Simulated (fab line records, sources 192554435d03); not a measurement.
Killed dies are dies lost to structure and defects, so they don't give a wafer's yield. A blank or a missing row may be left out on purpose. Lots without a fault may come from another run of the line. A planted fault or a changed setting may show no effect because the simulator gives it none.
fab line records | flow n5_finfet
record lots=24 wafers=72 last_day=17
route steps=1938 shown BEOL_M11@1569 BEOL_M12@1612
lots that met no fault: from a run of the same line without faults
start_h: hours from the record's first day to the start of the lot's first wafer shown | wait_h: hours since the lot's step before | " the same as in the row above | L1.1+2: a row that stands for several wafers | - no value, or no start given | * or withheld: withheld | < > ~ a bound
route shown NAME@n: a module of which the file shows steps, and the number in the route of the first | usual: mean/standard deviation of fault-free wafers | same: alike in all rows | chamber/n: place in a boat | sites: the reading at each site | _std_site: their standard deviation | _edge_site: outer sites' mean less inner sites' | radius_mm: how far each site lies from the wafer's centre | mask NAME#n: copy n | behind: the tool/chamber that last shaped the wafer | hold: why the lot was held/for how many hours/how that ended | device: the transistor (n, p or np) that didn't switch | end of line: the same wafers' tests at the end of the route | a step without rows: its recipe alone | killed: dies lost to structure and defects at the first sort, not the wafer's yield | map: a wafer's dies, x killed, . not, _ none there
set.NAME: the setting as run; set.NAME@STEP: as run at that earlier step | model.NAME: the simulator's own value behind a step, which no gauge read
steps of the route over a sample of lots; a table a step, a row a wafer
services: from which hour (start_h, from the record's first day; less than 0 if before it) a tool's chamber was out of use, for how many hours, and why
## steps
# step N5_BEOL_M11_OVL_MEAS_29
# recipe points_per_wafer=44
# usual V10_OVL=-0.1/0.74
# columns lot.wafer tool chamber start_h wait_h V10_OVL[nm]
L074.1 overlay-01 0 229.04 0.0 -0.6
L074.4 " 0 " " 0.4
L074.5 " 0 " " -0.4
L075.1 overlay-02 0 231.38 0.0 -0.9
L075.4 " 0 " " -1.3
L075.6 " 0 " " -1.2
L076.1 overlay-01 0 237.41 0.1 0.3
L076.5 " 0 " " 0.8
L076.6 " 0 " " 0.7
L078.1 overlay-02 0 237.55 0.0 0.8
L078.3 " 0 " " 0.4
L078.6 " 0 " " -1.3
L077.2 overlay-01 0 241.63 0.0 1.0
L077.5 " 0 " " -0.7
L077.6 " 0 " " -0.8
L079.1 overlay-01 0 253.16 0.0 -0.8
L079.2 " 0 " " -0.2
L079.4 " 0 " " 0.0
L080.3 overlay-02 0 268.43 0.0 -1.1
L080.4 " 0 " " 0.0
L080.5 " 0 " " -0.5
L083.1 overlay-02 0 275.68 0.0 -0.5
L083.2 " 0 " " 0.1
L083.3 " 0 " " -0.2
L082.2 overlay-01 0 276.28 0.0 0.0
L082.3 " 0 " " -0.3
L082.6 " 0 " " 0.6
L081.2 overlay-02 0 280.64 0.0 0.8
L081.5 " 0 " " 2.6
L081.6 " 0 " " 0.6
L086.1 overlay-01 0 292.15 0.0 -1.1
L086.2 " 0 " " 0.0
L086.6 " 0 " " 0.0
L084.1 overlay-01 0 296.47 0.0 -0.3
L084.5 " 0 " " 0.0
L084.6 " 0 " " 0.4
L085.3 overlay-01 0 300.64 0.0 -0.9
L085.5 " 0 " " -0.7
L085.6 " 0 " " 0.1
L087.1 overlay-02 0 303.45 0.0 0.3
L087.3 " 0 " " 0.2
L087.4 " 0 " " 0.0
L088.2 overlay-01 0 305.92 0.0 -0.3
L088.3 " 0 " " -0.8
L088.5 " 0 " " 0.0
L089.2 overlay-02 0 336.14 0.0 -0.1
L089.4 " 0 " " -0.2
L089.6 " 0 " " 0.1
L090.2 overlay-02 0 338.87 0.0 -0.5
L090.3 " 0 " " -0.8
L090.5 " 0 " " -0.5
L092.1 overlay-02 0 339.29 0.0 0.1
L092.2 " 0 " " 0.5
L092.5 " 0 " " 0.0
L091.2 overlay-02 0 343.17 0.0 1.1
L091.4 " 0 " " 0.4
L091.6 " 0 " " 0.4
L094.1 overlay-01 0 352.90 0.0 0.3
L094.3 " 0 " " -1.9
L094.5 " 0 " " 0.5
L093.1 overlay-02 0 357.22 0.0 0.1
L093.3 " 0 " " 0.9
L093.5 " 0 " " 0.4
L095.2 overlay-02 0 368.23 0.0 -0.3
L095.3 " 0 " " -0.5
L095.4 " 0 " " 0.0
L097.1 overlay-01 0 368.39 0.0 -0.2
L097.2 " 0 " " -1.3
L097.4 " 0 " " -0.9
L096.2 overlay-01 0 375.42 0.0 0.3
L096.4 " 0 " " 0.1
L096.6 " 0 " " -0.3
# step N5_BEOL_M11_STRIP_36
# recipe chemistry=N2/H2 power_w=450 temp_c=40 pressure_mtorr=20 rf_frequency_hz=6e+07 overash_fraction=0.3 bias_power_w=7 h2_frac=0.5 n2_flow_sccm=200 h2_flow_sccm=200
# usual drypump_motor_current_A=5.9/0.48 oes_product_au=0.77/0.087 rf_vpp_V=59.2/2.1 showerhead_plenum_p_Torr=2.56/0.11 throttle_valve_pct=23.83/0.24
# columns lot.wafer tool chamber start_h wait_h drypump_motor_current_A oes_product_au rf_hours_counter_h rf_vpp_V showerhead_plenum_p_Torr throttle_valve_pct
L074.1 rie_diel-02 2 229.37 0.0 5.3 0.74 152 59.0 2.64 23.73
L074.4 " 0 " " 6.2 0.71 195 59.1 2.41 23.78
L074.5 " 2 " " 5.3 0.73 - 63.3 2.64 23.73
L075.1 rie_diel-06 1 231.71 0.0 5.4 0.69 222 57.9 2.50 23.68
L075.4 " 3 " " 5.6 0.70 - 61.4 2.61 24.21
L075.6 " 1 " " 5.4 0.70 - 61.3 2.50 23.71
L076.1 rie_diel-05 3 237.74 0.0 6.6 0.73 191 57.3 2.62 24.18
L076.5 " 3 " " 6.6 0.74 - 59.3 2.62 24.16
L076.6 " 0 " " 5.5 0.73 - 58.3 2.64 23.65
L078.1 rie_diel-05 0 238.32 0.0 5.5 0.73 188 61.8 2.64 23.63
L078.3 " 3 " " 6.5 0.73 191 62.2 2.61 24.14
L078.6 " 2 " " 6.1 0.69 - 60.8 2.61 23.71
L077.2 rie_diel-05 2 241.96 0.0 6.1 0.70 235 57.7 2.61 23.69
L077.5 " 2 " " 6.1 0.70 - 56.7 2.61 23.68
L077.6 " 1 " " 6.2 0.76 - 61.4 2.34 23.88
L079.1 rie_diel-02 2 253.49 0.0 5.3 0.74 158 59.7 2.64 23.70
L079.2 " 0 " " 6.2 0.71 202 56.1 2.41 23.80
L079.4 " 3 " " 6.2 0.89 24 59.3 2.69 23.36
L080.3 rie_diel-05 3 268.76 0.0 6.6 0.74 201 58.8 2.61 24.19
L080.4 " 0 " " 5.6 0.72 197 55.9 2.63 23.70
L080.5 " 3 " " 6.6 0.74 - 54.5 2.61 24.18
L083.1 rie_diel-06 0 276.01 0.0 4.9 0.81 72 58.6 2.58 24.13
L083.2 " 3 " " 5.6 0.67 248 60.1 2.61 24.20
L083.3 " 2 " " 5.9 0.96 11 59.6 2.60 23.71
L082.2 rie_diel-05 1 277.21 0.0 6.2 0.77 148 57.2 2.34 23.92
L082.3 " 3 " " 6.6 0.72 204 62.3 2.61 24.18
L082.6 " 2 " " 6.1 0.69 - 60.2 2.61 23.70
L081.2 rie_diel-02 3 280.97 0.0 6.2 0.88 31 57.9 2.69 23.37
L081.5 " 3 " " 6.2 0.88 - 63.7 2.69 23.36
L081.6 " 0 " " 6.2 0.70 - 61.9 2.41 23.82
L086.1 rie_diel-05 3 292.69 0.0 6.6 0.71 208 61.8 2.61 24.17
L086.2 " 0 " " 5.5 0.72 204 61.2 2.63 23.66
L086.6 " 1 " " 6.2 0.74 - 60.7 2.33 23.86
L084.1 rie_diel-05 0 297.08 0.0 5.5 0.72 205 60.7 2.63 23.65
L084.5 " 1 " " 6.2 0.77 - 59.4 2.33 23.93
L084.6 " 0 " " 5.5 0.71 - 60.7 2.63 23.67
L085.3 rie_diel-06 0 301.38 0.0 4.9 0.83 79 56.0 2.57 24.15
L085.5 " 1 " " 5.4 0.67 - 58.2 2.49 23.71
L085.6 " 2 " " 5.9 0.92 - 57.8 2.60 23.71
L087.1 rie_diel-05 0 303.78 0.0 5.5 0.72 209 58.9 2.63 23.68
L087.3 " 1 " " 6.2 0.74 157 59.8 2.33 23.93
L087.4 " 0 " " 5.6 0.71 - 60.0 2.63 23.67
L088.2 rie_diel-06 3 306.25 0.0 5.7 1.00 3 58.3 2.61 23.99
L088.3 " 0 " " 4.9 0.83 81 58.1 2.57 24.14
L088.5 " 0 " " 5.0 0.85 - 60.3 2.57 24.16
L089.2 rie_diel-05 0 336.46 0.0 5.5 0.73 220 61.6 2.62 23.72
L089.4 " 3 " " 6.6 0.71 224 61.3 2.60 24.23
L089.6 " 0 " " 5.5 0.70 - 58.3 2.62 23.70
L090.2 rie_diel-05 1 339.20 0.0 6.3 0.74 169 59.1 2.33 23.93
L090.3 " 2 " " 6.1 0.96 4 62.2 2.61 23.43
L090.5 " 0 " " 5.5 0.71 - 58.4 2.62 23.70
L092.1 rie_diel-02 1 339.62 0.0 5.5 0.69 242 61.6 2.61 23.87
L092.2 " 0 " " 6.2 0.68 231 60.6 2.40 23.87
L092.5 " 0 " " 6.2 0.68 - 60.4 2.40 23.88
L091.2 rie_diel-02 3 343.57 0.0 6.3 0.85 54 58.2 2.68 23.42
L091.4 " 2 " " 5.3 0.72 178 58.9 2.63 23.72
L091.6 " 0 " " 6.2 0.68 - 58.6 2.40 23.87
L094.1 rie_diel-02 2 353.23 0.0 5.3 0.71 180 56.7 2.63 23.75
L094.3 " 1 " " 5.5 0.70 246 60.7 2.61 23.83
L094.5 " 1 " " 5.5 0.70 - 59.7 2.61 23.86
L093.1 rie_diel-02 2 357.54 0.0 5.3 0.71 182 61.0 2.63 23.76
L093.3 " 0 " " 6.2 0.67 235 63.7 2.40 23.79
L093.5 " 3 " " 6.2 0.83 - 61.3 2.68 23.39
L095.2 rie_diel-06 0 368.56 0.0 4.9 0.81 96 59.7 2.57 24.17
L095.3 " 3 " " 5.7 0.92 22 59.8 2.60 24.03
L095.4 " 2 " " 5.9 0.90 - 57.8 2.59 23.75
L097.1 rie_diel-06 0 369.02 0.0 5.0 0.81 96 60.1 2.57 24.15
L097.2 " 2 " " 5.9 0.90 40 58.7 2.59 23.74
L097.4 " 2 " " 5.9 0.89 - 58.8 2.59 23.77
L096.2 rie_diel-05 2 375.76 0.0 6.1 0.92 16 59.9 2.60 23.44
L096.4 " 1 " " 6.2 0.73 181 59.9 2.32 23.93
L096.6 " 3 " " 6.5 0.69 - 56.5 2.60 24.23
# step N5_BEOL_M11_CD_MEAS_35
# recipe target_cd_nm=70 polarity=opening
# usual cd_nm=69.7/0.52
# columns lot.wafer tool chamber start_h wait_h cd_nm
L074.1 cd_sem-03 - 229.74 0.0 70.2
L074.4 " - " " 69.9
L074.5 " - " " 69.2
L075.1 cd_sem-02 - 232.09 0.0 69.6
L075.4 " - " " 69.3
L075.6 " - " " 69.4
L076.1 cd_sem-03 - 238.11 0.0 70.2
L076.5 " - " " 70.1
L076.6 " - " " 70.1
L078.1 cd_sem-03 - 238.70 0.0 69.3
L078.3 " - " " 69.3
L078.6 " - " " 69.2
L077.2 cd_sem-01 - 242.34 0.0 69.6
L077.5 " - " " 69.3
L077.6 " - " " 70.0
L079.1 cd_sem-01 - 253.86 0.0 70.3
L079.2 " - " " 70.2
L079.4 " - " " 70.3
L080.3 cd_sem-02 - 269.14 0.0 69.3
L080.4 " - " " 70.2
L080.5 " - " " 69.6
L083.1 cd_sem-01 - 276.38 0.0 69.7
L083.2 " - " " 70.3
L083.3 " - " " 69.9
L082.2 cd_sem-03 - 277.59 0.0 68.9
L082.3 " - " " 68.6
L082.6 " - " " 68.1
L081.2 cd_sem-02 - 281.35 0.0 69.4
L081.5 " - " " 68.7
L081.6 " - " " 69.3
L086.1 cd_sem-02 - 293.08 0.0 68.9
L086.2 " - " " 70.1
L086.6 " - " " 69.9
L084.1 cd_sem-01 - 297.45 0.0 69.6
L084.5 " - " " 69.1
L084.6 " - " " 69.6
L085.3 cd_sem-01 - 301.76 0.0 69.5
L085.5 " - " " 69.8
L085.6 " - " " 69.7
L087.1 cd_sem-01 - 304.15 0.0 69.8
L087.3 " - " " 70.8
L087.4 " - " " 70.3
L088.2 cd_sem-02 - 306.63 0.0 69.8
L088.3 " - " " 69.4
L088.5 " - " " 69.8
L089.2 cd_sem-01 - 336.85 0.0 69.4
L089.4 " - " " 69.3
L089.6 " - " " 69.5
L090.2 cd_sem-01 - 339.59 0.0 70.5
L090.3 " - " " 69.3
L090.5 " - " " 69.6
L092.1 cd_sem-03 - 340.01 0.0 70.1
L092.2 " - " " 71.0
L092.5 " - " " 69.9
L091.2 cd_sem-03 - 343.95 0.0 69.6
L091.4 " - " " 69.4
L091.6 " - " " 68.7
L094.1 cd_sem-02 - 353.61 0.0 69.4
L094.3 " - " " 69.3
L094.5 " - " " 69.4
L093.1 cd_sem-03 - 357.92 0.0 69.0
L093.3 " - " " 69.4
L093.5 " - " " 70.1
L095.2 cd_sem-01 - 368.95 0.0 70.2
L095.3 " - " " 70.5
L095.4 " - " " 70.9
L097.1 cd_sem-03 - 369.40 0.0 69.9
L097.2 " - " " 70.5
L097.4 " - " " 69.7
L096.2 cd_sem-02 - 376.13 0.0 70.1
L096.4 " - " " 69.9
L096.6 " - " " 70.0
# step N5_BEOL_M11_DEGAS_44
# recipe ambient=vacuum temp_c=250 time_s=60
# usual heater_power_w=339/36
# columns lot.wafer tool chamber start_h wait_h heater_power_w
L074.1 pvd_sputter-01 - 230.22 0.4 345
L074.4 " - " " 287
L074.5 " - " " 289
L075.1 pvd_sputter-01 - 233.65 1.5 297
L075.4 " - " " 388
L075.6 " - " " 287
L076.1 pvd_sputter-03 - 238.96 0.7 356
L076.5 " - " " 367
L076.6 " - " " 302
L078.1 pvd_sputter-02 - 241.39 2.6 334
L078.3 " - " " 388
L078.6 " - " " 347
L077.2 pvd_sputter-02 - 242.91 0.4 313
L077.5 " - " " 369
L077.6 " - " " 393
L079.1 pvd_sputter-02 - 254.58 0.6 339
L079.2 " - " " 391
L079.4 " - " " 317
L080.3 pvd_sputter-03 - 269.66 0.3 285
L080.4 " - " " 345
L080.5 " - " " 346
L083.1 pvd_sputter-01 - 277.04 0.6 287
L083.2 " - " " 350
L083.3 " - " " 296
L082.2 pvd_sputter-01 - 280.12 2.3 374
L082.3 " - " " 292
L082.6 " - " " 296
L081.2 pvd_sputter-01 - 281.80 0.3 292
L081.5 " - " " 349
L081.6 " - " " 295
L086.1 pvd_sputter-02 - 293.55 0.4 315
L086.2 " - " " 341
L086.6 " - " " 394
L084.1 pvd_sputter-03 - 297.94 0.4 365
L084.5 " - " " 301
L084.6 " - " " 351
L085.3 pvd_sputter-02 - 303.97 2.0 338
L085.5 " - " " 307
L085.6 " - " " 396
L087.1 pvd_sputter-02 - 304.99 0.7 338
L087.3 " - " " 360
L087.4 " - " " 318
L088.2 pvd_sputter-01 - 308.44 1.7 349
L088.3 " - " " 387
L088.5 " - " " 288
L089.2 pvd_sputter-01 - 337.26 0.3 388
L089.4 " - " " 281
L089.6 " - " " 283
L090.2 pvd_sputter-01 - 340.41 0.7 286
L090.3 " - " " 340
L090.5 " - " " 389
L092.1 pvd_sputter-02 - 340.51 0.4 342
L092.2 " - " " 314
L092.5 " - " " 393
L091.2 pvd_sputter-03 - 344.61 0.4 359
L091.4 " - " " 301
L091.6 " - " " 348
L094.1 pvd_sputter-03 - 354.13 0.4 338
L094.3 " - " " 354
L094.5 " - " " 305
L093.1 pvd_sputter-01 - 358.31 0.3 280
L093.3 " - " " 382
L093.5 " - " " 387
L095.2 pvd_sputter-03 - 369.80 0.7 341
L095.3 " - " " 362
L095.4 " - " " 338
L097.1 pvd_sputter-01 - 369.93 0.4 289
L097.2 " - " " 383
L097.4 " - " " 278
L096.2 pvd_sputter-02 - 376.57 0.3 395
L096.4 " - " " 366
L096.6 " - " " 335
# step N5_BEOL_M12_CD_MEAS_10
# recipe target_cd_nm=140 landing_energy_ev=500 detector=se_inlens polarity=opening
# usual cd_nm=139.8/1.3
# columns lot.wafer tool chamber start_h wait_h cd_nm
L074.1 cd_sem-01 0 232.34 - 141.7
L074.4 " 0 " " 140.3
L074.5 " 0 " " 140.6
L075.1 cd_sem-01 0 235.72 - 141.4
L075.4 " 0 " " 141.7
L075.6 " 0 " " 142.8
L076.1 cd_sem-03 0 243.03 - 138.7
L076.5 " 0 " " 136.9
L076.6 " 0 " " 137.5
L078.1 cd_sem-02 0 243.78 - 137.4
L078.3 " 0 " " 140.2
L078.6 " 0 " " 140.0
L077.2 cd_sem-03 0 245.51 - 138.9
L077.5 " 0 " " 139.1
L077.6 " 0 " " 137.1
L079.1 cd_sem-02 0 257.41 - 140.2
L079.2 " 0 " " 140.1
L079.4 " 0 " " 139.8
L080.3 cd_sem-02 0 272.14 - 141.1
L080.4 " 0 " " 141.7
L080.5 " 0 " " 140.9
L083.1 cd_sem-02 0 279.53 - 141.5
L083.2 " 0 " " 141.4
L083.3 " 0 " " 139.0
L082.2 cd_sem-03 0 282.58 - 139.5
L082.3 " 0 " " 140.6
L082.6 " 0 " " 137.7
L081.2 cd_sem-03 0 283.94 - 138.3
L081.5 " 0 " " 138.4
L081.6 " 0 " " 140.8
L086.1 cd_sem-02 0 295.80 - 141.5
L086.2 " 0 " " 142.0
L086.6 " 0 " " 140.9
L084.1 cd_sem-02 0 300.66 - 140.9
L084.5 " 0 " " 142.0
L084.6 " 0 " " 139.3
L085.3 cd_sem-02 0 306.33 - 138.5
L085.5 " 0 " " 139.4
L085.6 " 0 " " 139.7
L087.1 cd_sem-02 0 307.17 - 140.1
L087.3 " 0 " " 140.9
L087.4 " 0 " " 141.7
L088.2 cd_sem-02 0 311.77 - 140.4
L088.3 " 0 " " 140.4
L088.5 " 0 " " 140.0
L089.2 cd_sem-03 0 340.19 - 139.5
L089.4 " 0 " " 140.2
L089.6 " 0 " " 139.1
L090.2 cd_sem-02 0 342.83 - 139.5
L090.3 " 0 " " 139.4
L090.5 " 0 " " 138.6
L092.1 cd_sem-01 0 342.89 - 139.5
L092.2 " 0 " " 139.8
L092.5 " 0 " " 138.9
L091.2 cd_sem-02 0 347.33 - 139.0
L091.4 " 0 " " 142.2
L091.6 " 0 " " 141.1
L094.1 cd_sem-02 0 356.41 - 139.0
L094.3 " 0 " " 138.9
L094.5 " 0 " " 139.1
L093.1 cd_sem-02 0 360.64 - 138.9
L093.3 " 0 " " 139.9
L093.5 " 0 " " 140.1
L095.2 cd_sem-02 0 372.02 - 141.4
L095.3 " 0 " " 141.0
L095.4 " 0 " " 140.8
L097.1 cd_sem-01 0 372.57 - 137.8
L097.2 " 0 " " 138.8
L097.4 " 0 " " 137.8
L096.2 cd_sem-02 0 379.03 - 141.0
L096.4 " 0 " " 138.9
L096.6 " 0 " " 138.2
# step N5_BEOL_M12_VIA_ETCH_16
# recipe chemistry=C4F8/O2/Ar target=SiOC pressure_mtorr=30 source_w=3000 bias_w=700 Ar_flow_sccm=400 C4F8_flow_sccm=15 O2_flow_sccm=8 he_inner_torr=15 he_outer_torr=30 target_depth_a=7248 time_s=withheld ion_energy_ev=250 ends=cleared
# usual drypump_motor_current_A=5.9/0.41 oes_product_au=0.72/0.08 rf_fwd_power_W=2992/9.4 rf_vpp_V=665/3.1 showerhead_plenum_p_Torr=3.39/0.11 throttle_valve_pct=24.1/0.3
# columns lot.wafer tool chamber start_h wait_h drypump_motor_current_A oes_product_au rf_fwd_power_W rf_vpp_V showerhead_plenum_p_Torr throttle_valve_pct
L074.1 rie_diel-03 0 232.62 0.0 6.1 0.78 2975 664 3.33 23.9
L074.4 " 1 " " 5.8 0.60 2987 662 3.37 24.4
L074.5 " 2 " " 6.0 0.66 2994 666 3.44 24.1
L075.1 rie_diel-04 0 235.89 0.0 5.7 0.72 2991 662 3.30 24.5
L075.4 " 2 " " 5.0 0.63 2993 661 3.26 23.9
L075.6 " 3 " " 6.2 0.69 2998 663 3.30 23.8
L076.1 rie_diel-04 3 243.20 0.0 6.2 0.69 2986 661 3.30 23.9
L076.5 " 3 " " 6.2 0.69 2986 663 3.30 23.8
L076.6 " 1 " " 5.6 0.89 2995 669 3.50 23.9
L078.1 rie_diel-04 0 243.95 0.0 5.7 0.71 2989 661 3.30 24.5
L078.3 " 3 " " 6.2 0.69 2991 662 3.30 23.8
L078.6 " 0 " " 5.7 0.71 2995 661 3.29 24.5
L077.2 rie_diel-04 1 245.68 0.0 5.6 0.87 2996 666 3.50 24.0
L077.5 " 3 " " 6.2 0.69 2989 661 3.30 23.8
L077.6 " 0 " " 5.7 0.70 2992 662 3.29 24.5
L079.1 rie_diel-01 3 257.67 0.0 6.4 0.82 2995 671 3.61 23.9
L079.2 " 0 " " 5.7 0.65 2977 663 3.40 24.0
L079.4 " 1 " " 6.0 0.73 2992 666 3.44 24.3
L080.3 rie_diel-04 0 272.31 0.0 5.7 0.70 3013 662 3.29 24.5
L080.4 " 2 " " 5.0 0.62 2968 662 3.25 24.0
L080.5 " 0 " " 5.7 0.70 3015 663 3.29 24.5
L083.1 rie_diel-04 3 279.71 0.0 6.2 0.68 2992 662 3.29 23.9
L083.2 " 2 " " 5.0 0.61 2991 660 3.25 23.9
L083.3 " 0 " " 5.6 0.70 2987 663 3.29 24.5
L082.2 rie_diel-04 2 282.77 0.0 4.9 0.62 2980 662 3.25 24.0
L082.3 " 0 " " 5.7 0.69 2992 663 3.29 24.5
L082.6 " 0 " " 5.7 0.70 2988 660 3.29 24.5
L081.2 rie_diel-03 3 284.20 0.0 5.2 0.82 2995 667 3.49 24.1
L081.5 " 0 " " 6.2 0.75 3013 662 3.32 24.0
L081.6 " 2 " " 6.0 0.66 2989 665 3.43 24.1
L086.1 rie_diel-01 3 296.01 0.0 6.4 0.80 3005 671 3.60 23.9
L086.2 " 1 " " 6.0 0.72 2993 667 3.43 24.3
L086.6 " 1 " " 6.0 0.72 2996 666 3.43 24.3
L084.1 rie_diel-01 0 300.84 0.0 5.7 0.64 2988 665 3.40 24.0
L084.5 " 0 " " 5.7 0.65 2991 666 3.40 24.0
L084.6 " 1 " " 6.0 0.72 3001 666 3.43 24.3
L085.3 rie_diel-03 3 306.55 0.0 5.2 0.80 3015 668 3.49 24.1
L085.5 " 3 " " 5.2 0.80 3010 669 3.49 24.2
L085.6 " 2 " " 6.0 0.65 2993 666 3.42 24.1
L087.1 rie_diel-01 1 307.34 0.0 6.0 0.72 2991 665 3.43 24.4
L087.3 " 2 " " 6.5 0.65 2997 665 3.40 24.7
L087.4 " 0 " " 5.7 0.64 2985 664 3.39 24.0
L088.2 rie_diel-04 2 311.94 0.0 5.0 0.60 2990 660 3.24 24.0
L088.3 " 1 " " 5.7 0.82 2978 668 3.49 24.0
L088.5 " 0 " " 5.7 0.69 2987 662 3.28 24.5
L089.2 rie_diel-04 0 340.36 0.0 5.7 0.69 2981 661 3.28 24.5
L089.4 " 1 " " 5.6 0.81 2989 666 3.48 24.0
L089.6 " 3 " " 6.2 0.66 3002 662 3.28 23.9
L090.2 rie_diel-03 1 343.00 0.0 5.8 0.84 3002 664 3.35 24.2
L090.3 " 2 " " 6.0 0.65 2998 665 3.42 24.1
L090.5 " 1 " " 5.8 0.85 2995 663 3.35 24.2
L092.1 rie_diel-01 2 343.06 0.0 6.4 0.64 3003 665 3.39 24.8
L092.2 " 1 " " 6.0 0.71 2998 665 3.43 24.4
L092.5 " 3 " " 6.4 0.79 2992 672 3.59 24.0
L091.2 rie_diel-04 2 348.02 0.0 5.0 0.87 2973 671 3.64 23.6
L091.4 " 0 " " 5.7 0.68 3008 661 3.28 24.6
L091.6 " 0 " " 5.7 0.68 2989 662 3.27 24.5
L094.1 rie_diel-04 0 356.59 0.0 5.7 0.67 2970 662 3.27 24.5
L094.3 " 3 " " 6.3 0.64 2986 662 3.27 23.9
L094.5 " 0 " " 5.7 0.67 2969 662 3.27 24.5
L093.1 rie_diel-01 3 360.96 0.0 6.4 0.78 2979 671 3.58 24.0
L093.3 " 1 " " 6.0 0.71 2988 667 3.42 24.4
L093.5 " 1 " " 6.0 0.70 2998 665 3.42 24.4
L095.2 rie_diel-04 3 372.19 0.0 6.2 0.65 2987 662 3.27 23.9
L095.3 " 1 " " 5.6 0.79 2977 668 3.47 24.0
L095.4 " 0 " " 5.7 0.67 2995 661 3.27 24.6
L097.1 rie_diel-04 1 372.75 0.0 5.6 0.78 2999 667 3.47 24.0
L097.2 " 0 " " 5.7 0.67 2988 662 3.27 24.5
L097.4 " 2 " " 5.0 0.85 2990 672 3.64 23.6
L096.2 rie_diel-01 0 379.34 0.0 5.7 0.62 2981 664 3.38 24.0
L096.4 " 3 " " 6.4 0.77 2985 671 3.58 24.0
L096.6 " 0 " " 5.7 0.62 2988 664 3.38 24.0
## services
# columns tool chamber start_h hours kind
rie_diel-01 3 218.62 7.3 repair
rie_diel-04 0 264.37 1.6 repair
rie_diel-02 3 265.75 4.8 repair
rie_diel-01 0 279.48 7.2 repair
rie_diel-03 - 290.80 2.8 pm
rie_diel-05 2 290.86 - clean
rie_diel-05 2 290.86 - consumable_replace:focus_ring
rie_diel-05 2 290.86 36.0 scheduled_down
rie_diel-05 2 290.86 36.0 vent_cycle
rie_diel-04 1 291.19 8.4 repair
rie_diel-06 0 294.17 6.8 repair
pvd_sputter-02 - 306.31 3.3 repair
rie_diel-04 2 312.12 - clean
rie_diel-04 2 312.12 - consumable_replace:esc
rie_diel-04 2 312.12 - consumable_replace:focus_ring
rie_diel-04 2 312.12 - consumable_replace:showerhead
rie_diel-04 2 312.12 24.9 scheduled_down
rie_diel-04 2 312.12 24.9 vent_cycle
rie_diel-02 2 312.93 29.5 repair
rie_diel-01 0 329.19 6.6 repair
rie_diel-06 1 360.25 11.1 repair
rie_diel-04 0 362.19 1.7 repair
rie_diel-02 1 365.44 - clean
pvd_sputter-01 - 371.82 3.9 repair
## key
fault none
